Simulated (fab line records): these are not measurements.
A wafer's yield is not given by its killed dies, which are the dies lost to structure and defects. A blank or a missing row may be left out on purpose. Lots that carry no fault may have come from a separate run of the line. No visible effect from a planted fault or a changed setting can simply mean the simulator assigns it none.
A struck lot beside a sound one -- flow n5Finfet -- 15 steps out of a route of 1938
Sound: the wafers L203.1, L203.4, L203.6. Struck: wafer L211.5; the same lot's L211.1 was not struck, so it is left out; see the end for the cause.
Each step with rows lists, per side, the tool, then ch with its chambers, then its first start. Under that, the readings that differ: sound wafers -- struck wafers -- difference of the means -- sigmas: that difference in standard deviations of wafers without a fault.
alike: readings whose means differ by less than 2 such deviations, and words and numbers that are the same on both sides. not compared: withheld readings, readings that some wafer has no value for, bounds like >300 that may hide the same value, and numbers for which the record gives no deviation and whose values overlap.
Wherever a step has rows on one side only, a row that says differs or no value, or a row with sigmas, the two part there. Numbers that have no deviation but don't overlap get no sigmas and don't part them. A reading that every wafer of one side lacks parts them only if that side has two wafers or more.

first, 3 steps without rows for these wafers: N5_BEOL_M9_EXPOSE_25 (exposes mask V8); N5_BEOL_M9_PEB_26 (peb time 60 s); N5_BEOL_M9_DEVELOP_27 (develop time 30 s).
N5_BEOL_M9_CD_MEAS_28: the cd target is 70 nm.
  sound on cdSem-01 ch 0, day 12 09:11; struck on cdSem-03 ch 0, day 13 19:41
  alike: cdNm
N5_BEOL_M9_OVL_MEAS_29:
  sound on overlay-02 ch 0, day 12 09:13; struck on overlay-01 ch 0, day 13 19:43
  alike: V8_OVL
N5_BEOL_M9_INSPECT_30: inspects for defects (brightfield).
  sound: defectInspect-02 at day 12 09:17; struck: defectInspect-01 at day 13 19:47
  alike: rawDefectCount
N5_BEOL_M9_DESCUM_33: chemistry O2, time 7 s.
  sound on rieDiel-04 ch 0,1,3, day 12 09:19; struck on rieDiel-04 ch 2, day 13 19:49
  alike: drypumpMotorCurrentA, oesProductAu, rfVppV, showerheadPlenumPTorr, throttleValvePct
  not compared: rfHoursCounterH
N5_BEOL_M9_ETCH_76: etches underlayer in N2/H2, target depth 6.5 nm, time 5.2 s.
  sound on rieDiel-04 ch 0,1,3, day 12 09:21; struck on rieDiel-04 ch 2, day 13 19:51
reading,sound,struck,difference,sigmas
showerheadPlenumPTorr (Torr),2.54 2.62 2.63,2.39,-0.21,-2
  alike: drypumpMotorCurrentA, etchRfOnTimeS, oesProductAu, rfVppV, throttleValvePct
  not compared: rfHoursCounterH
N5_BEOL_M9_ETCH_65: etches SiARC in CF4, target depth 15.6 nm, time 26 s.
  sound on rieDiel-04 ch 0,1,3, day 12 09:22; struck on rieDiel-04 ch 2, day 13 19:52
reading,sound,struck,difference,sigmas
rfVppV (V),184.7 184.4 184.6,181.4,-3.2,-3
  alike: drypumpMotorCurrentA, etchRfOnTimeS, oesProductAu, showerheadPlenumPTorr, throttleValvePct
  not compared: rfHoursCounterH
N5_BEOL_M9_ETCH_66: etches SOC in N2/H2, target depth 80 nm, overetch 16 nm, time 120 s.
  sound on rieDiel-04 ch 0,1,3, day 12 09:24; struck on rieDiel-04 ch 2, day 13 19:54
reading,sound,struck,difference,sigmas
showerheadPlenumPTorr (Torr),2.54 2.62 2.63,2.39,-0.21,-2
  alike: drypumpMotorCurrentA, oesProductAu, rfVppV, throttleValvePct
  not compared: rfHoursCounterH
then, 2 steps without rows for these wafers: N5_BEOL_M9_STRIP_69 (strips in N2/H2); N5_BEOL_M9_STRIP_77 (strips in N2/H2).
N5_BEOL_M9_VIA_ETCH_34: etches SiCOH lowk in C4F6/O2, target depth 182.4 nm, time 68.4 s.
  sound on rieDiel-04 ch 0,1,3, day 12 09:30; struck on rieDiel-04 ch 2, day 13 20:00
reading,sound,struck,difference,sigmas
rfVppV (V),679 681 674,650,-28,-3
model.etch.depthNm (nm),184 182.7 179.6,266.3,+84.2,
model.SOC_of_BEOL_M9_COAT_63.thkNm (nm),51 51.4 51.4,47,-4,
  alike: C4F6_flow_sccm, drypumpMotorCurrentA, oesProductAu, showerheadPlenumPTorr, throttleValvePct
  not compared: rfHoursCounterH
then, 1 step without rows for these wafers: N5_BEOL_M9_STRIP_73 (strips in C4F6/O2).
-- here the record skips 3 days between the struck wafers' starts before and after, leaving off in module BEOL_M9 and picking up in module PASSIVATION (first step shown: number 1936 of the route) --
N5_PASSIVATION_PROBE_49:
  sound: prober-01 at day 14 18:54; struck: prober-02 at day 16 12:18
reading,sound,struck,difference,sigmas
sort_bin_4_leakage (%),0 0 0,0.08,+0.08,+5
  alike: defectLimitedYield, killed_at_M0_to_M3, killed_at_M4_up, killedAtContacts, killedAtFrontEnd, killedAtOther, killedDies, killedOpen, killedShort, sort_bin_5_function, sort_bin_6_memory, sort_bin_8_speed, sortNPass, sortYieldPct

== WHERE THEY PART ==
First at N5_BEOL_M9_ETCH_76; last, within this record, at N5_PASSIVATION_PROBE_49.

WHY: what had been put in by the simulator
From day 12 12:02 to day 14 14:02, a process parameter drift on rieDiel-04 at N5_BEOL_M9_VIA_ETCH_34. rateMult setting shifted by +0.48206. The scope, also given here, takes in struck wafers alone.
